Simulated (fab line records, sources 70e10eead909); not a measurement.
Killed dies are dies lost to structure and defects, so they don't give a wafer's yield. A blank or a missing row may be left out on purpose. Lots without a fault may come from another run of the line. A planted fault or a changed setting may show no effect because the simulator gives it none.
fab line records | flow nand_harc | part 2 of 2: steps 35 to 39 of 39
record lots=5 wafers=15 last_day=24
route steps=1159 shown A_ONON_D1@429 A_CHANNEL_HOLE_D1@450
lots that met no fault: from a run of the same line without faults
start_h: hours from the record's first day to the start of the lot's first wafer shown | wait_h: hours since the lot's step before | " the same as in the row above | L1.1+2: a row that stands for several wafers | - no value, or no start given | * or withheld: withheld | < > ~ a bound
route shown NAME@n: a module of which the file shows steps, and the number in the route of the first | usual: mean/standard deviation of fault-free wafers | same: alike in all rows | chamber/n: place in a boat | sites: the reading at each site | _std_site: their standard deviation | _edge_site: outer sites' mean less inner sites' | radius_mm: how far each site lies from the wafer's centre | mask NAME#n: copy n | behind: the tool/chamber that last shaped the wafer | hold: why the lot was held/for how many hours/how that ended | device: the transistor (n, p or np) that didn't switch | end of line: the same wafers' tests at the end of the route | a step without rows: its recipe alone | killed: dies lost to structure and defects at the first sort, not the wafer's yield | map: a wafer's dies, x killed, . not, _ none there
set.NAME: the setting as run; set.NAME@STEP: as run at that earlier step | model.NAME: the simulator's own value behind a step, which no gauge read
lots at some steps of the route; a table a step, a row a wafer
services: from which hour (start_h, from the record's first day; less than 0 if before it) a tool's chamber was out of use, for how many hours, and why
## steps
# step NHARC_A_CHANNEL_HOLE_D1_DESCUM_15
# recipe time_s=3 o2_flow_sccm=200 ar_flow_sccm=0 bias_power_w=0 chemistry=O2
# usual drypump_motor_current_A=5.7/0.38 oes_product_au=0.997/0.0072 rf_vpp_V=58.0/1 showerhead_plenum_p_Torr=1.95/0.087 throttle_valve_pct=11.311/0.0093
# columns lot.wafer tool chamber start_h wait_h drypump_motor_current_A oes_product_au rf_hours_counter_h rf_vpp_V showerhead_plenum_p_Torr throttle_valve_pct
L075.1 rie_diel-01 0 185.99 0.1 5.5 0.987 1 59.2 2.05 11.313
L075.2 " 1 " " 5.4 0.999 1 58.2 1.93 11.318
L075.4 " 3 " " 5.4 0.996 - 55.9 1.94 11.297
L084.2 rie_diel-01 2 235.99 0.1 5.3 0.989 3 58.4 2.07 11.317
L084.3 " 0 " " 5.5 0.992 5 59.0 2.05 11.322
L084.6 " 2 " " 5.3 0.984 - 57.5 2.07 11.309
L088.1 rie_diel-01 0 264.57 0.1 5.5 1.011 7 59.0 2.04 11.307
L088.3 " 1 " " 5.3 1.002 7 59.1 1.93 11.309
L088.2 " 3 " " 5.4 1.011 7 58.7 1.94 11.307
L089.2 rie_diel-12 1 274.27 0.1 5.5 0.985 4 56.4 1.82 11.306
L089.4 " 3 " " 6.2 1.009 4 56.9 1.79 11.303
L089.5 " 1 " " 5.5 0.991 - 56.7 1.82 11.315
L090.3 rie_diel-13 0 275.34 0.1 5.9 0.992 15 60.4 2.05 11.320
L090.1 " 2 " " 6.6 0.982 13 57.8 1.92 11.302
L090.6 " 1 " " 6.0 1.001 - 56.4 1.89 11.314
# step NHARC_A_CHANNEL_HOLE_D1_ETCH_38
# recipe target_depth_a=390 over_etch_frac=0.3 time_s=65 ion_energy_ev=80 cf4_flow_sccm=150 ar_flow_sccm=0 rf_w=300 bias_w=100 chemistry=CF4
# usual drypump_motor_current_A=5.7/0.4 oes_product_au=0.997/0.0076 rf_vpp_V=151.7/1.3 showerhead_plenum_p_Torr=1.79/0.075 throttle_valve_pct=13.283/0.0093
# columns lot.wafer tool chamber start_h wait_h drypump_motor_current_A oes_product_au rf_hours_counter_h rf_vpp_V showerhead_plenum_p_Torr throttle_valve_pct
L075.2 rie_diel-01 0 186.09 0.1 5.5 0.990 1 153.9 1.88 13.274
L075.1 " 1 " " 5.3 1.003 1 152.3 1.78 13.277
L075.4 " 3 " " 5.4 1.006 - 150.8 1.79 13.282
L084.2 rie_diel-01 1 236.07 0.1 5.4 0.995 5 150.8 1.78 13.287
L084.3 " 2 " " 5.3 1.000 3 154.3 1.90 13.296
L084.6 " 3 " " 5.4 1.005 - 151.5 1.79 13.284
L088.1 rie_diel-01 1 264.66 0.1 5.3 1.012 7 151.1 1.78 13.279
L088.3 " 2 " " 5.3 0.993 5 153.2 1.90 13.289
L088.2 " 3 " " 5.4 1.001 7 151.9 1.79 13.268
L089.2 rie_diel-12 2 274.36 0.1 6.5 1.007 4 151.8 1.77 13.284
L089.4 " 0 " " 6.1 1.010 4 148.9 1.75 13.279
L089.5 " 1 " " 5.5 0.999 - 148.8 1.69 13.289
L090.3 rie_diel-13 3 275.44 0.1 5.9 0.996 15 150.4 1.67 13.293
L090.1 " 1 " " 6.0 1.003 15 151.3 1.75 13.284
L090.6 " 3 " " 5.9 1.006 - 149.3 1.67 13.282
# step NHARC_A_CHANNEL_HOLE_D1_ETCH_39
# recipe target_depth_a=2600 over_etch_frac=0.3 time_s=325 ion_energy_ev=200 n2_flow_sccm=150 h2_flow_sccm=150 ar_flow_sccm=0 rf_w=400 bias_w=150 chemistry=N2/H2
# usual drypump_motor_current_A=5.7/0.38 oes_product_au=0.996/0.0082 rf_vpp_V=431.6/2.8 showerhead_plenum_p_Torr=2.08/0.097 throttle_valve_pct=14.172/0.0092
# columns lot.wafer tool chamber start_h wait_h drypump_motor_current_A oes_product_au rf_hours_counter_h rf_vpp_V showerhead_plenum_p_Torr throttle_valve_pct
L075.1 rie_diel-01 1 - - 5.4 1.000 1 430.8 2.06 14.168
L075.2 " 0 " " 5.6 0.991 1 434.1 2.19 14.161
L075.4 " 0 " " 5.5 0.996 - 433.4 2.19 14.174
L084.3 rie_diel-01 2 - - 5.3 1.002 3 433.0 2.21 14.178
L084.2 " 3 " " 5.4 1.007 6 431.1 2.07 14.179
L084.6 " 1 " " 5.3 0.998 - 431.5 2.06 14.175
L088.2 rie_diel-01 2 - - 5.3 0.980 5 434.6 2.21 14.178
L088.1 " 3 " " 5.4 0.990 7 431.6 2.07 14.168
L088.3 " 0 " " 5.5 0.998 7 432.9 2.18 14.181
L089.2 rie_diel-12 1 - - 5.5 0.985 4 427.0 1.94 14.152
L089.4 " 2 " " 6.6 1.014 4 431.0 2.04 14.176
L089.5 " 0 " " 6.1 0.990 - 430.3 2.02 14.162
L090.1 rie_diel-13 3 - - 5.9 0.998 15 429.1 1.91 14.154
L090.3 " 1 " " 6.1 0.992 15 430.6 2.01 14.156
L090.6 " 3 " " 5.9 0.997 - 426.1 1.91 14.166
# step NHARC_A_CHANNEL_HOLE_D1_ETCH_34
# recipe target_depth_a=1540 time_s=77 cf4_flow_sccm=100 chf3_flow_sccm=30 ar_flow_sccm=0 rf_w=500 bias_w=200 chemistry=CF4/CHF3
# usual drypump_motor_current_A=5.7/0.39 oes_product_au=0.944/0.025 rf_vpp_V=371.5/2.4 showerhead_plenum_p_Torr=1.60/0.068 throttle_valve_pct=16.802/0.0088
# columns lot.wafer tool chamber start_h wait_h drypump_motor_current_A oes_product_au rf_hours_counter_h rf_vpp_V showerhead_plenum_p_Torr throttle_valve_pct
L075.1 rie_diel-01 0 - - 5.6 0.955 2 374.2 1.68 16.806
L075.2 " 1 " " 5.3 0.963 1 370.7 1.59 16.818
L075.4 " 3 " " 5.4 0.959 - 371.8 1.60 16.798
L084.3 rie_diel-01 1 - - 5.3 0.920 6 370.5 1.59 16.797
L084.2 " 2 " " 5.3 0.919 4 373.4 1.69 16.799
L084.6 " 2 " " 5.3 0.909 - 375.6 1.69 16.815
L088.3 rie_diel-01 2 - - 5.3 0.970 5 373.7 1.69 16.800
L088.2 " 3 " " 5.4 0.925 7 371.6 1.59 16.802
L088.1 " 1 " " 5.3 0.923 7 372.3 1.59 16.804
L089.2 rie_diel-12 1 - - 5.5 0.958 4 367.2 1.50 16.800
L089.4 " 2 " " 6.5 0.980 4 372.1 1.58 16.800
L089.5 " 0 " " 6.1 0.952 - 370.0 1.56 16.791
L090.3 rie_diel-13 1 - - 6.0 0.918 15 368.2 1.55 16.799
L090.1 " 3 " " 5.9 0.907 16 368.1 1.48 16.808
L090.6 " 2 " " 6.5 0.911 - 370.7 1.58 16.802
# step NHARC_A_CHANNEL_HOLE_D1_ETCH_16
# recipe target_depth_a=31000 over_etch_frac=0.3 time_s=806 ion_energy_ev=150 o2_flow_sccm=400 cos_flow_sccm=20 ar_flow_sccm=0 rf_w=500 bias_w=300 chemistry=O2/COS
# usual drypump_motor_current_A=5.7/0.38 oes_product_au=0.998/0.0077 rf_vpp_V=315.0/2.1 showerhead_plenum_p_Torr=3.18/0.13 throttle_valve_pct=28.329/0.0098
# columns lot.wafer tool chamber start_h wait_h drypump_motor_current_A oes_product_au rf_hours_counter_h rf_vpp_V showerhead_plenum_p_Torr throttle_valve_pct
L075.2 rie_diel-01 1 - - 5.4 1.000 1 315.3 3.15 28.333
L075.1 " 3 " " 5.4 0.987 2 315.7 3.17 28.325
L075.4 " 3 " " 5.4 0.991 - 315.0 3.17 28.325
L084.3 rie_diel-01 2 - - 5.3 0.998 4 318.0 3.36 28.340
L084.2 " 1 " " 5.4 0.997 6 316.1 3.15 28.337
L084.6 " 2 " " 5.3 0.994 - 317.2 3.36 28.325
L088.2 rie_diel-01 1 - - 5.4 1.004 7 315.1 3.15 28.325
L088.1 " 3 " " 5.4 0.993 7 315.0 3.16 28.340
L088.3 " 0 " " 5.6 0.999 7 317.4 3.32 28.319
L089.4 rie_diel-12 0 - - 6.1 0.995 4 312.9 3.09 28.317
L089.2 " 2 " " 6.5 1.006 4 312.2 3.13 28.328
L089.5 " 1 " " 5.5 0.995 - 311.3 2.98 28.317
L090.3 rie_diel-13 3 - - 5.9 0.988 16 311.5 2.95 28.347
L090.1 " 0 " " 6.0 0.992 15 317.1 3.33 28.321
L090.6 " 3 " " 5.9 0.999 - 312.1 2.95 28.331
## services
# columns tool chamber start_h hours kind
rie_diel-12 - 142.54 4.3 repair
pecvd-02 - 153.17 13.0 pm
rie_diel-01 1 156.94 8.5 repair
arfi_scanner-01 - 163.51 14.6 repair
rie_diel-12 - 174.62 0.3 repair
rie_diel-13 - 175.30 0.5 repair
pecvd-01 - 178.03 1.0 repair
rie_diel-13 2 178.47 8.5 repair
rie_diel-01 2 184.30 15.7 repair
pecvd_onon-01 - 195.04 13.0 pm
pecvd-04 - 195.95 13.0 pm
arfi_scanner-01 - 196.00 4.0 pm
rie_diel-12 0 197.91 6.5 repair
rie_diel-12 - 202.78 9.0 pm
arfi_scanner-01 - 221.23 2.7 repair
acl_dep-03 - 225.83 13.0 pm
rie_diel-13 2 228.25 23.1 repair
pecvd-01 2 228.91 5.2 repair
pecvd-04 2 229.12 7.9 repair
pecvd-03 0 231.24 10.6 repair
acl_dep-01 - 235.68 1.6 repair
pecvd-01 - 237.14 13.0 pm
pecvd_onon-04 - 237.37 13.0 pm
rie_diel-13 - 265.78 1.5 repair
